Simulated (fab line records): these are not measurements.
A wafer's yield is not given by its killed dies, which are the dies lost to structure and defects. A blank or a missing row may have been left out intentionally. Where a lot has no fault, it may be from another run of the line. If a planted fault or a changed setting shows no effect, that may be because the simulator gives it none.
fab line records	flow n5Finfet
record lots=5	wafers=15	lastDay=18
route steps=1938 shown MOL_CONTACT_COAG@576 BEOL_M4@1111 PASSIVATION@1936
lots that met no fault: taken from a fault-free run of the same line
startH: the number of hours between the record's first day and the start of the first shown wafer of the lot	waitH: how many hours have passed since the lot's step before this one	" same as the row above	L1.1+2: several wafers, shown together as one row	- either no value or no given start	* or withheld: withheld	< > ~ a bound
route shown NAME@n: a module of which the file shows steps, and the number in the route of the first	usual: the fault-free wafers' mean and standard deviation	same: alike in all rows	chamber/n: place in a boat	sites: each site's reading	_std_site: standard deviation across them	_edge_site: mean of outer sites minus mean of inner sites	radiusMm: for every site, how far away it sits from the centre of the wafer	mask NAME#n: copy n	behind: the last tool/chamber to shape the wafer	hold: reason for holding the lot/hours on hold/outcome of the hold	device: which transistor (n, p or np) failed to switch	end of line: tests run on the same wafers once the route is complete	a step with no rows: only its recipe	killed: at the first sort, the dies lost to defects and structure; wafer yield is something else	map: per-die view of a wafer (x killed, . not killed, _ where there is no die)
set.NAME: the run value of the setting; set.NAME@STEP: its run value at that earlier step	model.NAME: the simulator's own value behind a step, which no gauge read
lots at some steps of the route; a table a step, a row a wafer
services: from which hour (startH, from the record's first day; less than 0 if before it) a tool's chamber was out of use, for how many hours, and why
## steps
# step N5_MOL_CONTACT_COAG_DESCUM_88
# recipe chemistry=O2	timeS=7	sourcePowerW=50	biasPowerW=20	pressureMtorr=20	rfFrequencyHz=2.712e+07	tempC=40	resist=CAR-EUV	o2FlowSccm=225
# step N5_MOL_CONTACT_COAG_ETCH_89
# recipe chemistry=N2/H2	target=underlayer	targetDepthA=130	maskMaterial=CAR-EUV	timeS=10.4	ionEnergyEv=200	pressureMtorr=30	sourceW=840	biasW=150	n2FlowSccm=200	h2FlowSccm=200	ends=cleared
# step N5_MOL_CONTACT_COAG_ETCH_90
# recipe chemistry=CF4	target=SiARC	targetDepthA=130	maskMaterial=CAR-EUV	timeS=21.7	ionEnergyEv=80	pressureMtorr=40	sourceW=545	biasW=36	Ar_flow_sccm=100	cf4FlowSccm=100	ends=cleared
# step N5_MOL_CONTACT_COAG_ALD_131
# recipe material=SiO2	targetThkA=50	tempC=100	aldPrecursorFamily=BDEAS	aldCoReactant=O2-plasma	pulseTimeS=1	coReactantPulseTimeS=1	purgeTimeS=2	coReactantPurgeTimeS=2	aldCycles=35	pressureTorr=2
# usual heaterPowerW=80/6.6	precursorPulseHeightRel=1.000/0.019
lot.wafer	tool	chamber	startH	waitH	heaterPowerW	precursorPulseHeightRel
L706.3	aldSin-03	2	123.51	0.1	94	0.992
L706.5	"	0	"	"	77	0.967
L706.6	"	3	"	"	78	0.979
L710.2	aldSin-03	2	148.98	1.1	92	0.983
L710.3	"	1	"	"	79	0.974
L710.6	"	1	"	"	80	0.996
L717.1	aldSin-03	3	190.66	0.1	80	1.020
L717.2	"	2	"	"	92	0.998
L717.4	"	0	"	"	77	1.010
L723.2	aldSin-04	1	229.37	0.3	79	1.051
L723.3	"	2	"	"	72	1.008
L723.4	"	3	"	"	92	1.010
L725.1	aldSin-02	2	238.09	0.1	74	0.994
L725.2	"	1	"	"	70	1.024
L725.5	"	2	"	"	74	1.008
# step N5_MOL_CONTACT_COAG_ETCHBACK_132
# recipe chemistry=CHF3	target=SiO2	targetDepthA=100	timeS=6.7	ionEnergyEv=200	pressureMtorr=30	sourceW=610	biasW=170	Ar_flow_sccm=200	CHF3_flow_sccm=50
# step N5_MOL_CONTACT_COAG_ETCH_91
# recipe chemistry=N2/H2	target=SOC	targetDepthA=600	overetchA=210	maskMaterial=SiARC	tempC=40	timeS=101.2	ionEnergyEv=200	pressureMtorr=30	sourceW=840	biasW=150	n2FlowSccm=200	h2FlowSccm=200
# usual drypumpMotorCurrentA=5.6/0.5	oesProductAu=0.64/0.069	rfFwdPowerW=835.4/2.6	rfVppV=524.0/2.5	showerheadPlenumPTorr=2.54/0.089	throttleValvePct=17.7/0.32
lot.wafer	tool	chamber	startH	waitH	drypumpMotorCurrentA	oesProductAu	rfFwdPowerW	rfHoursCounterH	rfVppV	showerheadPlenumPTorr	throttleValvePct
L706.3	rieDiel-03	3	123.72	0.0	6.5	0.65	840.1	108	521.9	2.46	18.1
L706.5	"	3	"	"	6.5	0.65	840.0	-	521.1	2.46	18.1
L706.6	"	2	"	"	4.8	0.57	836.2	-	523.8	2.52	17.9
L710.2	rieDiel-01	0	149.20	0.0	6.0	0.59	839.5	199	526.0	2.63	17.9
L710.3	"	1	"	"	5.9	0.60	831.8	170	526.8	2.63	17.9
L710.6	"	1	"	"	5.9	0.60	831.2	-	526.7	2.63	17.9
L717.1	rieDiel-03	3	190.87	0.0	6.5	0.63	834.8	134	520.7	2.44	18.1
L717.2	"	1	"	"	5.4	0.72	836.6	31	524.2	2.46	17.2
L717.4	"	1	"	"	5.4	0.72	838.7	-	523.2	2.46	17.2
L723.2	rieDiel-05	2	229.61	0.0	6.2	0.59	835.0	213	520.4	2.43	18.2
L723.3	"	1	"	"	5.4	0.60	836.9	-	523.9	2.50	17.8
L723.4	"	2	"	"	6.2	0.57	836.9	-	520.1	2.43	18.2
L725.1	rieDiel-01	0	238.31	0.0	6.0	0.58	835.8	232	526.2	2.62	18.0
L725.2	"	3	"	"	5.7	0.74	840.2	27	521.9	2.48	17.4
L725.5	"	0	"	"	6.0	0.58	837.4	-	525.0	2.62	18.0
# step N5_MOL_CONTACT_COAG_STRIP_92
# recipe chemistry=N2/H2	tempC=40	n2FlowSccm=200	h2FlowSccm=200	rfFrequencyHz=6e+07
# step N5_MOL_CONTACT_COAG_STRIP_93
# recipe chemistry=N2/H2	tempC=40	n2FlowSccm=200	h2FlowSccm=200	rfFrequencyHz=6e+07
# step N5_MOL_CONTACT_COAG_ETCHBACK_135
# recipe chemistry=CHF3	target=SiO2	targetDepthA=250	timeS=16.7	ionEnergyEv=200	pressureMtorr=30	sourceW=610	biasW=170	Ar_flow_sccm=200	CHF3_flow_sccm=50
# usual drypumpMotorCurrentA=5.6/0.5	oesProductAu=0.76/0.087	rfVppV=519/12	showerheadPlenumPTorr=2.38/0.084	throttleValvePct=18.67/0.24
lot.wafer	tool	chamber	startH	waitH	drypumpMotorCurrentA	oesProductAu	rfHoursCounterH	rfVppV	showerheadPlenumPTorr	throttleValvePct
L706.3	rieDiel-03	3	123.81	0.0	6.4	0.78	108	516	2.29	18.89
L706.5	"	3	"	"	6.4	0.77	-	515	2.29	18.89
L706.6	"	2	"	"	4.7	0.69	-	514	2.34	18.69
L710.2	rieDiel-01	0	149.29	0.0	6.0	0.70	199	536	2.44	18.72
L710.3	"	1	"	"	5.9	0.72	170	540	2.45	18.76
L710.6	"	1	"	"	5.9	0.72	-	539	2.45	18.76
L717.1	rieDiel-03	3	190.96	0.0	6.4	0.76	134	517	2.28	18.92
L717.2	"	1	"	"	5.4	0.88	31	517	2.33	18.27
L717.4	"	1	"	"	5.4	0.87	-	517	2.33	18.27
L723.2	rieDiel-05	2	229.75	0.0	6.2	0.68	213	502	2.27	19.03
L723.3	"	1	"	"	5.4	0.69	-	511	2.35	18.89
L723.4	"	2	"	"	6.2	0.69	-	503	2.27	19.03
L725.1	rieDiel-01	0	238.40	0.0	6.0	0.67	232	535	2.43	18.75
L725.2	"	3	"	"	5.7	0.87	27	529	2.32	18.33
L725.5	"	0	"	"	6.0	0.67	-	537	2.43	18.75
# step N5_MOL_CONTACT_COAG_STRIP_118
# recipe chemistry=CHF3	resist=SiARC	rfFrequencyHz=6e+07
# step N5_MOL_CONTACT_COAG_VIA_ETCH_46
# recipe chemistry=C4F6/O2	targetDepthA=460	overetchA=92	maskMaterial=SOC	target=SiO2	biasW=455	pressureMtorr=10	timeS=40	sourceW=325	Ar_flow_sccm=300	C4F6_flow_sccm=10	O2_flow_sccm=10	ionEnergyEv=575.3	ends=endPoint
# usual drypumpMotorCurrentA=5.6/0.5	oes_f_703_au=0.78/0.09	oes_o_777_au=0.78/0.091	oesProductAu=0.68/0.073	rfFwdPowerW=323.1/1	rfVppV=1574/33	showerheadPlenumPTorr=2.84/0.1	throttleValvePct=40.8/0.72
lot.wafer	tool	chamber	startH	waitH	drypumpMotorCurrentA	oes_f_703_au	oes_o_777_au	oesProductAu	rfFwdPowerW	rfHoursCounterH	rfVppV	showerheadPlenumPTorr	throttleValvePct
L706.3	rieDiel-03	3	123.84	0.0	6.4	0.81	0.80	0.69	324.5	108	1564	2.73	41.3
L706.5	"	3	"	"	6.4	0.81	0.81	0.69	324.0	-	1565	2.73	41.3
L706.6	"	2	"	"	4.7	0.70	0.70	0.64	322.8	-	1561	2.79	40.9
L710.2	rieDiel-01	0	149.32	0.0	6.0	0.71	0.72	0.63	323.3	199	1622	2.91	40.4
L710.3	"	1	"	"	5.9	0.74	0.75	0.63	321.8	170	1631	2.92	40.4
L710.6	"	1	"	"	5.9	0.74	0.75	0.65	321.7	-	1631	2.92	40.4
L717.1	rieDiel-03	3	190.99	0.0	6.4	0.79	0.78	0.68	322.1	134	1563	2.72	41.4
L717.2	"	1	"	"	5.4	0.90	0.91	0.75	323.3	31	1570	2.79	40.1
L717.4	"	1	"	"	5.4	0.91	0.91	0.78	323.4	-	1570	2.79	40.1
L723.2	rieDiel-05	2	229.80	0.0	6.2	0.71	0.71	0.62	322.7	213	1526	2.72	42.2
L723.3	"	1	"	"	5.4	0.71	0.71	0.65	323.5	-	1548	2.79	40.9
L723.4	"	2	"	"	6.2	0.70	0.71	0.63	322.7	-	1525	2.72	42.2
L725.1	rieDiel-01	0	238.43	0.0	6.0	0.69	0.71	0.59	324.0	232	1617	2.90	40.4
L725.2	"	3	"	"	5.7	0.85	0.86	0.77	323.5	27	1604	2.77	39.8
L725.5	"	0	"	"	6.0	0.69	0.71	0.60	324.4	-	1618	2.90	40.4
# step N5_MOL_CONTACT_COAG_STRIP_96
# recipe chemistry=N2/H2	powerW=500	tempC=40	pressureMtorr=50	rfFrequencyHz=6e+07	overashFraction=0.3	biasPowerW=28	h2Frac=0.5	n2FlowSccm=300	h2FlowSccm=300
# usual drypumpMotorCurrentA=5.6/0.5	oesProductAu=0.76/0.085	rfVppV=122.0/1.3	showerheadPlenumPTorr=3.36/0.11	throttleValvePct=18.8/0.4
lot.wafer	tool	chamber	startH	waitH	drypumpMotorCurrentA	oesProductAu	rfHoursCounterH	rfVppV	showerheadPlenumPTorr	throttleValvePct
L706.3	rieDiel-03	3	123.91	0.0	6.4	0.77	108	122.6	3.25	19.3
L706.5	"	3	"	"	6.4	0.76	-	121.2	3.25	19.3
L706.6	"	2	"	"	4.7	0.70	-	120.6	3.33	19.0
L710.2	rieDiel-01	0	149.39	0.0	6.0	0.70	199	122.6	3.47	19.1
L710.3	"	1	"	"	5.9	0.72	170	124.2	3.47	19.0
L710.6	"	1	"	"	5.9	0.73	-	122.4	3.47	19.0
L717.1	rieDiel-03	3	191.06	0.0	6.4	0.75	134	120.5	3.23	19.3
L717.2	"	1	"	"	5.4	0.84	31	121.0	3.26	18.1
L717.4	"	1	"	"	5.4	0.85	-	120.6	3.26	18.2
L723.2	rieDiel-05	2	229.90	0.1	6.3	0.68	213	122.4	3.21	19.3
L723.3	"	1	"	"	5.4	0.69	-	121.9	3.30	18.6
L723.4	"	2	"	"	6.3	0.68	-	123.0	3.21	19.3
L725.1	rieDiel-01	0	238.50	0.0	6.0	0.68	232	124.0	3.46	19.1
L725.2	"	3	"	"	5.7	0.86	27	123.3	3.28	18.4
L725.5	"	0	"	"	6.0	0.68	-	122.4	3.46	19.1
# step N5_MOL_CONTACT_COAG_ETCH_47
# recipe chemistry=CH3F/O2	target=SiNx	targetDepthA=270	maskMaterial=SiO2	stopOn=W	overEtchFrac=0.2	ionEnergyEv=120	endpoint=OES-CN	pressureMtorr=30	sourceW=395	biasW=73	Ar_flow_sccm=150	CH3F_flow_sccm=30	O2_flow_sccm=20	ends=endPoint
# usual drypumpMotorCurrentA=5.6/0.5	etchRfOnTimeS=31.7/0.82	oes_f_703_au=0.77/0.093	oes_o_777_au=0.77/0.09	oesProductAu=0.68/0.078	rfFwdPowerW=386.9/1.8	rfVppV=295/6.7	showerheadPlenumPTorr=2.00/0.074	throttleValvePct=16.31/0.23
lot.wafer	tool	chamber	startH	waitH	drypumpMotorCurrentA	etchRfOnTimeS	oes_f_703_au	oes_o_777_au	oesProductAu	rfFwdPowerW	rfHoursCounterH	rfVppV	showerheadPlenumPTorr	throttleValvePct	model.etch.tClearS	model.etch.overEtchS
L706.3	rieDiel-03	3	123.95	0.0	6.4	31.1	0.81	0.78	0.70	388.9	108	292	1.92	16.50	25.91	5.183
L706.5	"	3	"	"	6.5	31.4	0.81	0.80	0.70	388.2	-	292	1.92	16.50	26.18	5.236
L706.6	"	2	"	"	4.7	31.1	0.70	0.70	0.62	386.0	-	293	1.97	16.33	25.9	5.181
L710.2	rieDiel-01	0	149.43	0.0	6.0	32.2	0.69	0.70	0.62	389.0	199	305	2.06	16.41	26.85	5.37
L710.3	"	1	"	"	5.9	32.1	0.73	0.73	0.64	386.9	170	305	2.06	16.40	26.74	5.348
L710.6	"	1	"	"	5.9	32.3	0.73	0.73	0.64	385.7	-	307	2.06	16.41	26.91	5.381
L717.1	rieDiel-03	3	191.10	0.0	6.5	31.3	0.78	0.76	0.68	388.8	134	293	1.92	16.55	26.11	5.222
L717.2	"	1	"	"	5.4	28.7	1.20	1.12	0.81	482.1	31	265	1.96	15.91	23.89	4.778
L717.4	"	1	"	"	5.4	28.3	1.19	1.11	0.81	481.4	-	266	1.96	15.91	23.6	4.721
L723.2	rieDiel-05	2	229.96	0.0	6.2	31.4	0.72	0.71	0.62	386.2	213	285	1.91	16.66	26.2	5.24
L723.3	"	1	"	"	5.4	32.5	0.70	0.71	0.62	387.8	-	291	1.97	16.50	27.04	5.409
L723.4	"	2	"	"	6.2	31.2	0.72	0.72	0.62	386.6	-	284	1.91	16.66	26.01	5.203
L725.1	rieDiel-01	0	238.54	0.0	6.0	31.9	0.67	0.69	0.60	388.8	232	303	2.05	16.47	26.55	5.31
L725.2	"	3	"	"	5.7	31.9	0.83	0.88	0.77	388.6	27	301	1.95	15.91	26.6	5.32
L725.5	"	0	"	"	6.0	32.0	0.67	0.68	0.61	389.6	-	305	2.05	16.45	26.65	5.329
# step N5_MOL_CONTACT_COAG_STRIP_119
# recipe chemistry=N2/H2	timeS=30	powerW=1000	tempC=250	pressureMtorr=withheld	n2FlowSccm=1750	h2FlowSccm=3250
# step N5_BEOL_M4_RC_MEAS_101
# usual DIBL_N=37.0/2.3	DIBL_P=37.3/2.8	IOFF_N=0.17/0.046	IOFF_P=0.23/0.054	ION_N=675/14	ION_P=460/9.3	SS_N=71.7/0.73	SS_P=73.6/0.95	VT_N=249/3.9	VT_P=-250/3.9
lot.wafer	tool	chamber	startH	waitH	DIBL_N[mV/V]	DIBL_P[mV/V]	IOFF_N[nA/um]	IOFF_P[nA/um]	ION_N[uA/um]	ION_P[uA/um]	SS_N[mV/dec]	SS_P[mV/dec]	VT_N[mV]	VT_P[mV]
L706.3	prober-01	0	194.21	0.3	33.4	34.9	0.12	0.19	671	471	70.7	72.2	251	-251
L706.5	"	0	"	"	36.8	38.8	0.16	0.25	681	471	71.7	73.7	254	-249
L706.6	"	0	"	"	38.5	39.1	0.18	0.26	674	462	71.8	73.7	248	-249
L710.2	prober-01	0	222.07	0.2	38.3	39.4	0.18	0.25	682	467	71.4	74.4	250	-247
L710.3	"	0	"	"	34.8	35.4	0.12	0.18	660	459	71.0	72.6	251	-253
L710.6	"	0	"	"	34.6	34.6	0.11	0.17	643	453	70.5	72.4	258	-253
L717.1	prober-01	0	275.30	0.0	38.0	38.8	0.17	0.22	671	458	71.5	73.4	249	-253
L717.2	"	0	"	"	36.8	37.0	0.16	0.20	687	464	71.2	73.2	249	-253
L717.4	"	0	"	"	38.4	38.4	0.18	0.21	684	464	72.2	73.4	248	-252
L723.2	prober-01	0	308.62	0.2	39.6	37.7	0.20	0.23	664	454	72.1	73.7	244	-255
L723.3	"	0	"	"	37.4	36.2	0.14	0.21	645	443	72.1	73.6	253	-253
L723.4	"	0	"	"	37.9	36.0	0.15	0.19	664	451	71.7	73.2	255	-253
L725.1	prober-01	0	317.82	0.0	38.0	41.1	0.18	0.23	674	454	72.3	74.7	250	-254
L725.2	"	0	"	"	38.0	40.4	0.19	0.21	681	459	72.0	73.8	250	-251
L725.5	"	0	"	"	37.7	39.3	0.19	0.20	666	449	72.0	74.9	249	-256
# step N5_PASSIVATION_PROBE_49
# usual defectLimitedYield=91.5/1.3	killed_at_M0_to_M3=36/10	killed_at_M4_up=13/4.7	killedAtContacts=13/6.7	killedAtFrontEnd=37/9.7	killedAtOther=2.6/2.3	killedDies=101/15	killedOpen=67/12	killedShort=32/6.7	sort_bin_5_function=5.0/0.89	sort_bin_6_memory=3.2/0.63	sortNPass=1079/16	sortYieldPct=91.4/1.4
# same grossDies=1180	killedAtBackSide=0	sort_bin_4_leakage[%]=0	sort_bin_8_speed[%]=0
lot.wafer	tool	chamber	startH	waitH	defectLimitedYield[%]	killed_at_M0_to_M3	killed_at_M4_up	killedAtContacts	killedAtFrontEnd	killedAtOther	killedDies	killedOpen	killedShort	sort_bin_5_function[%]	sort_bin_6_memory[%]	sortNPass	sortYieldPct[%]
L706.3	prober-01	-	313.08	0.1	91.4	38	8	12	43	0	101	72	27	5.3	3.2	1079	91.4
L706.5	prober-01	-	313.18	0.2	93.1	39	9	9	24	0	81	54	25	4.5	2.3	1099	93.1
L706.6	prober-01	-	313.23	0.3	90.9	36	10	28	32	1	107	79	23	5.4	3.1	1073	90.9
L710.2	prober-01	-	343.95	0.1	91.3	37	14	21	30	1	103	65	38	4.7	3.5	1077	91.3
L710.3	prober-01	-	344.00	0.1	92.8	38	9	18	19	1	85	58	27	5.6	1.4	1095	92.8
L710.6	prober-01	-	344.15	0.3	93.3	41	13	8	16	1	79	55	24	4.3	2.3	1101	93.3
L717.1	prober-01	-	383.11	0.0	93.3	19	9	24	20	7	79	44	35	4.2	2.5	1101	93.3
L717.2	prober-01	-	383.16	0.1	90.7	36	9	24	33	8	110	70	40	4.9	4.1	1070	90.7
L717.4	prober-01	-	383.26	0.2	91.2	20	13	33	33	5	104	79	24	5.1	3.3	1076	91.2
L723.2	prober-02	-	415.86	0.1	92.5	26	10	9	40	3	88	54	29	4.7	2.5	1092	92.5
L723.3	prober-02	-	415.91	0.1	90.2	29	9	25	50	3	116	63	43	4.9	3.8	1064	90.2
L723.4	prober-02	-	415.96	0.2	89.1	34	21	20	52	2	129	88	39	6.4	4.2	1051	89.1
# killed by level:class
L706.3 STI_FIN_REVEAL:geometricParticle:open=13 MOL_CONTACT_COAG:geometricParticle:open=11 BEOL_M3:geometricParticle:open=9 GATE_CUT:geometricParticle:open=7 BEOL_M0_SAQP:geometricParticle:short=7 GATE_CUT:geometricParticle:short=6 BEOL_M2:geometricParticle:open=6 BEOL_M0_SAQP:geometricParticle:open=5
L706.5 BEOL_M2:geometricParticle:open=8 STI_FIN_REVEAL:geometricParticle:open=8 BEOL_M0_SAQP:geometricParticle:short=8 MOL_CONTACT_COAG:geometricParticle:open=7 BEOL_M3:geometricParticle:open=7 BEOL_M0_SAQP:geometricParticle:open=6 FIN_SAQP:geometricParticle:open=4 BEOL_M1:geometricParticle:open=4
L706.6 MOL_CONTACT_COAG:geometricParticle:open=24 BEOL_M2:geometricParticle:open=10 BEOL_M3:geometricParticle:open=10 BEOL_M1:geometricParticle:open=8 STI_FIN_REVEAL:geometricParticle:open=7 HKMG_FIN:areaEtch=5 STI_FIN_REVEAL:geometricParticle:short=4 GATE_CUT:geometricParticle:short=4
L710.2 MOL_CONTACT_COAG:geometricParticle:open=16 BEOL_M0_SAQP:geometricParticle:short=12 FIN_SAQP:geometricParticle:open=9 BEOL_M0_SAQP:geometricParticle:open=9 FIN_SAQP:geometricParticle:short=8 MOL_CONTACT_COAG:geometricParticle:short=5 BEOL_M3:geometricParticle:open=5 GATE_CUT:geometricParticle:short=4
L710.3 MOL_CONTACT_COAG:geometricParticle:open=16 BEOL_M2:geometricParticle:open=9 STI_FIN_REVEAL:geometricParticle:open=6 BEOL_M0_SAQP:geometricParticle:short=6 BEOL_M0_SAQP:geometricParticle:open=6 BEOL_M3:geometricParticle:open=5 STARTING-WAFER:geometricParticle:short=5 GATE_CUT:geometricParticle:short=4
L710.6 BEOL_M3:geometricParticle:open=10 BEOL_M0_SAQP:geometricParticle:open=9 BEOL_M0_SAQP:geometricParticle:short=7 BEOL_M2:geometricParticle:open=6 MOL_CONTACT_COAG:geometricParticle:open=5 GATE_CUT:geometricParticle:open=4 STARTING-WAFER:geometricParticle:open=4 MOL_CONTACT_COAG:geometricParticle:short=3
L717.1 MOL_CONTACT_COAG:geometricParticle:open=16 MOL_CONTACT_COAG:geometricParticle:short=8 FIN_SAQP:geometricParticle:short=6 BEOL_M0_SAQP:geometricParticle:open=5 FIN_SAQP:geometricParticle:open=3 STI_FIN_REVEAL:geometricParticle:short=3 BEOL_M0_SAQP:geometricParticle:short=3 BEOL_M3:geometricParticle:open=3
L717.2 MOL_CONTACT_COAG:geometricParticle:open=17 FIN_SAQP:geometricParticle:open=13 FIN_SAQP:geometricParticle:short=10 MOL_CONTACT_COAG:geometricParticle:short=7 BEOL_M0_SAQP:geometricParticle:open=7 BEOL_M3:geometricParticle:open=7 BEOL_M0_SAQP:geometricParticle:short=6 BEOL_M2:geometricParticle:open=6
L717.4 MOL_CONTACT_COAG:geometricParticle:open=30 FIN_SAQP:geometricParticle:open=12 FIN_SAQP:geometricParticle:short=9 BEOL_M1:geometricParticle:open=8 BEOL_M4:geometricParticle:open=8 BEOL_M3:geometricParticle:open=6 BEOL_M6:geometricParticle:open=4 PASS1_CAP:geometricParticle:short=4
L723.2 FIN_SAQP:geometricParticle:open=8 MOL_CONTACT_COAG:geometricParticle:open=7 BEOL_M1:geometricParticle:open=6 STI_FIN_REVEAL:geometricParticle:open=5 GATE_CUT:geometricParticle:short=5 FIN_SAQP:geometricParticle:short=4 BEOL_M3:geometricParticle:open=4 BEOL_M4:geometricParticle:open=4
L723.3 MOL_CONTACT_COAG:geometricParticle:open=20 STI_FIN_REVEAL:geometricParticle:open=12 HKMG_FIN:areaEtch=9 BEOL_M2:geometricParticle:open=8 FIN_SAQP:geometricParticle:short=6 BEOL_M1:geometricParticle:short=6 GATE_CUT:geometricParticle:short=5 MOL_CONTACT_COAG:geometricParticle:short=5
L723.4 STI_FIN_REVEAL:geometricParticle:open=20 MOL_CONTACT_COAG:geometricParticle:open=15 FIN_SAQP:geometricParticle:short=11 BEOL_M2:geometricParticle:open=8 FIN_SAQP:geometricParticle:open=5 MOL_CONTACT_COAG:geometricParticle:short=5 BEOL_M0_SAQP:geometricParticle:short=5 BEOL_M1:geometricParticle:open=5
## services
tool	chamber	startH	hours	kind
rieDiel-01	2	119.57	-	clean
rieDiel-01	2	119.57	-	consumableReplace:focusRing
rieDiel-01	2	119.57	-	consumableReplace:showerhead
rieDiel-01	2	119.57	18.6	scheduledDown
rieDiel-01	2	119.57	18.6	ventCycle
rieDiel-03	0	123.05	-	clean
rieDiel-03	0	123.05	-	consumableReplace:focusRing
rieDiel-03	0	123.05	-	consumableReplace:showerhead
rieDiel-03	0	123.05	20.3	scheduledDown
rieDiel-03	0	123.05	20.3	ventCycle
aldSin-03	2	128.68	2.9	repair
rieDiel-01	3	138.40	-	clean
rieDiel-01	3	138.40	-	consumableReplace:focusRing
rieDiel-01	3	138.40	15.9	scheduledDown
rieDiel-01	3	138.40	15.9	ventCycle
aldSin-04	-	143.80	6.1	pm
aldSin-03	3	163.57	4.5	repair
rieDiel-03	2	183.21	-	clean
rieDiel-03	2	183.21	-	consumableReplace:focusRing
rieDiel-03	2	183.21	17.9	scheduledDown
rieDiel-03	2	183.21	17.9	ventCycle
aldSin-03	3	210.80	-	calibration
rieDiel-05	3	226.98	4.9	repair
rieDiel-01	2	234.02	5.6	repair
## key
firstSign step=N5_MOL_CONTACT_COAG_ETCH_47	reading=rfFwdPowerW	direction=up	sigmas=53	usual=*	struck=*
effect step=N5_MOL_CONTACT_COAG_ETCH_47	reading=oes_f_703_au	direction=up	sigmas=4.5	usual=0.77	struck=1.19
modelEffect step=N5_MOL_CONTACT_COAG_ETCH_47	value=etch.tClearS	without=25.77	struck=23.75
metAt N5_MOL_CONTACT_COAG_ETCH_47
struckWafers L717.2,L717.4
fault kind=processParameterDrift	tool=rieDiel-03	chamber=1	onsetH=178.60	steps=N5_MOL_CONTACT_COAG_ETCH_47	channel=sourceW	offset=94.8	shape=step	endH=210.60	actsIn=theseRecipesOnly	stated=395
